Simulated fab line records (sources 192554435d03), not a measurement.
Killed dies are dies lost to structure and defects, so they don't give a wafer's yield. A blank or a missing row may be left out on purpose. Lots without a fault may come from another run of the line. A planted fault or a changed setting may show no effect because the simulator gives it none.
A lot that was struck, set against a sound lot | flow n5 finfet | 38 out of 1938 route steps
Sound: the wafers L158.1, L158.3, L158.6. Struck: wafers L170.2, L170.3 (left out: L170.1, a lot-mate that was not struck); the cause follows at the end.
Each step with rows lists, per side, the tool, then ch with its chambers, then its first start. Under that, the readings that differ: sound wafers | struck wafers | difference of the means | sigmas: that difference in standard deviations of wafers without a fault.
alike: a reading whose means differ by less than 2 such deviations, as well as words and numbers matching on both sides. not compared: withheld readings; readings where some wafer has no value; bounds like >300 that might hide an equal value; numbers whose values overlap and for which the record gives no deviation.
A row with sigmas, a row that says differs or no value, or rows on one side alone: a step with any of these is where the two part. Numbers that don't overlap but have no deviation are shown without sigmas and don't part them. Lack of a reading on every wafer of one side parts them only where that side has two or more wafers.

first, 9 steps without rows for these wafers: N5_MOL_CONTACT_COAG_CVD_140 (deposits W, target thk 66.5 nm, time 215 s); N5_MOL_CONTACT_COAG_PRECLEAN_127 (cleans in DIW, time 57.5 s); N5_MOL_CONTACT_COAG_SRD_128 (dry time 32 s); N5_MOL_CONTACT_COAG_CMP_52 (polishes, stops on SiO2, t overpolish 1.5 s, target thk 66.5 nm); N5_MOL_CONTACT_COAG_ANNEAL_112 (time 1800 s); N5_BEOL_M0_SAQP_PECVD_00 (deposits SiCN from 3MS/NH3, target thk 8 nm, time 14 s); N5_BEOL_M0_SAQP_ILD_DEP_01 (deposits SiOC from DEMS/O2, target thk 45.419 nm, time 8.7 s); N5_BEOL_M0_SAQP_HM_DEP_02 (deposits TiN, target thk 12 nm); N5_BEOL_M0_SAQP_PECVD_03 (deposits SiCN from 3MS/NH3, target thk 12 nm, time 21.1 s).
N5_BEOL_M0_SAQP_PECVD_96: deposits a-Si from SiH4/He, target thk 45 nm, time 45.2 s.
  sound on pecvd-01 ch 0,2, day 6 03:29; struck on pecvd-04 ch 1,2, day 9 04:51
  reading                                         | sound          | struck    | difference | sigmas
  run length s (s)                                | 82.0 81.7 81.5 | 67.8 68.6 | -13.5      | -24
  showerhead plenum p Torr (Torr)                 | 5.53 5.53 5.53 | 5.77 5.67 | +0.19      | +2
  model.a-Si_of_BEOL_M0_SAQP_PECVD_96.thk nm (nm) | 45 44.2 44.6   | 31.2 31   | -13.5      |
  alike: heater power w, throttle valve pct
  not compared: since wet clean h
then, 25 steps without rows for these wafers: N5_BEOL_M0_SAQP_PECVD_97 (deposits SiNx from SiH4/NH3/N2, target thk 23 nm, time 19.9 s); N5_BEOL_M0_SAQP_PECVD_04 (deposits a-Si from SiH4/He, target thk 60 nm, time 60.2 s); N5_BEOL_M0_SAQP_HM_DEP_111 (deposits SiO2 from SiH4/N2O, target thk 12 nm, time 7.2 s); N5_BEOL_M0_SAQP_COAT_81 (time 60 s, resist thk 100 nm); N5_BEOL_M0_SAQP_COAT_82 (time 60 s, resist thk 30 nm); N5_BEOL_M0_SAQP_COAT_08 (resist thk 90 nm); N5_BEOL_M0_SAQP_EBR_10; N5_BEOL_M0_SAQP_SOFTBAKE_09 (time 60 s); N5_BEOL_M0_SAQP_EXPOSE_11 (exposes mask M0 CORE, target cd 42 nm); N5_BEOL_M0_SAQP_PEB_12 (peb time 60 s); N5_BEOL_M0_SAQP_DEVELOP_13 (develop time 30 s); N5_BEOL_M0_SAQP_DESCUM_19 (chemistry O2, time 7.9 s); N5_BEOL_M0_SAQP_ETCH_83 (etches SiARC in CF4, target depth 39 nm, time 65 s); N5_BEOL_M0_SAQP_ETCH_84 (etches SOC in N2/H2, target depth 100 nm, overetch 20 nm, time 150 s); N5_BEOL_M0_SAQP_STRIP_80 (strips in N2/H2); N5_BEOL_M0_SAQP_HM_OPEN_112 (chemistry CHF3/O2, target SiO2, stops on a-Si, target depth 12 nm, time 13.5 s); N5_BEOL_M0_SAQP_STRIP_113 (strips in CHF3/O2); N5_BEOL_M0_SAQP_MANDREL_ETCH_20 (etches a-Si in HBr/Cl2, stops on SiNx, target depth 60 nm, bt time 10 s, time 30 s); N5_BEOL_M0_SAQP_STRIP_86 (strips in N2/H2); N5_BEOL_M0_SAQP_STRIP_115 (strips in post etch residue remover, time 60 s); N5_BEOL_M0_SAQP_SRD_93 (time 30 s); N5_BEOL_M0_SAQP_RECESS_114 (chemistry HF/NH3, target SiO2, target depth 14.4 nm, afs cycles 3, sublimation time 60 s); N5_BEOL_M0_SAQP_SPACER1_ALD_98 (deposits SiO2, target thk 12.8 nm, pulse time 1 s, purge time 2 s); N5_BEOL_M0_SAQP_SPACER1_ETCHBACK_99 (etches SiO2 in CHF3/O2, target depth 15.4 nm, time 7.7 s); N5_BEOL_M0_SAQP_MANDREL1_REMOVE_100 (chemistry HBr/Cl2/O2, target a-Si, stops on SiNx, bt time 10 s).
N5_BEOL_M0_SAQP_MANDREL_ETCH_103: etches a-Si in HBr/Cl2, stops on SiCN, target depth 45 nm, bt time 10 s, time 27 s.
  sound on rie si-01 ch 0,2,3, day 6 05:59; struck on rie si-01 ch 0,3, day 9 07:49
  reading                  | sound             | struck      | difference | sigmas
  oes product au (a.u.)    | 0.689 0.673 0.666 | 0.554 0.543 | -0.128     | -12
  model.etch.depth nm (nm) | 45.04 44.29 44.69 | 31.21 31.07 | -13.53     |
  alike: drypump motor current A, throttle valve pct
  not compared: rf hours counter h
N5_BEOL_M0_SAQP_SPACER2_ETCHBACK_27: etches SiO2 in CHF3/O2, target depth 22.5 nm, time 11.25 s.
  sound on rie diel-06 ch 0,1,2, day 6 07:32; struck on rie diel-02 ch 1,3, day 9 09:14
  reading                                         | sound        | struck  | difference | sigmas
  rf vpp V (V)                                    | 532 534 530  | 527 520 | -8         | -2
  model.a-Si_of_BEOL_M0_SAQP_PECVD_96.thk nm (nm) | 42.8 42 42.6 | 29 29   | -13        |
  alike: drypump motor current A, oes product au, showerhead plenum p Torr, throttle valve pct
  not compared: rf hours counter h
-- record jumps: 2 days separate the struck wafers' starts on either side; left off in module BEOL_M0_SAQP, taken up again in module BEOL_M4, whose first shown step is the route's number 1111 --
N5_BEOL_M4_RC_MEAS_101:
  sound on prober-01 ch 0, day 8 18:39; struck on prober-01 ch 0, day 11 13:05
  reading        | sound             | struck      | difference | sigmas
  DIBL_P (mV/V)  | 35.6 37.4 37.0    | 34.0 32.4   | -3.5       | -2
  IOFF_N (nA/um) | 0.161 0.202 0.201 | 0.140 0.125 | -0.055     | -3
  IOFF_P (nA/um) | 0.217 0.257 0.250 | 0.165 0.148 | -0.085     | -3
  ION_P (uA/um)  | 463 475 468       | 454 452     | -16        | -3
  VT_P (mV)      | -247 -248 -248    | -256 -256   | -8         | -3
  alike: DIBL_N, ION_N, SS_N, SS_P, VT_N

## WHERE THEY PART
First at N5_BEOL_M0_SAQP_PECVD_96; last, within this record, at N5_BEOL_M4_RC_MEAS_101.

WHY: what the simulator had put in
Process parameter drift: pecvd-04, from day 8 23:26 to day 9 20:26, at N5_BEOL_M0_SAQP_PECVD_96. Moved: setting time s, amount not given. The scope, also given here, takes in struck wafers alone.
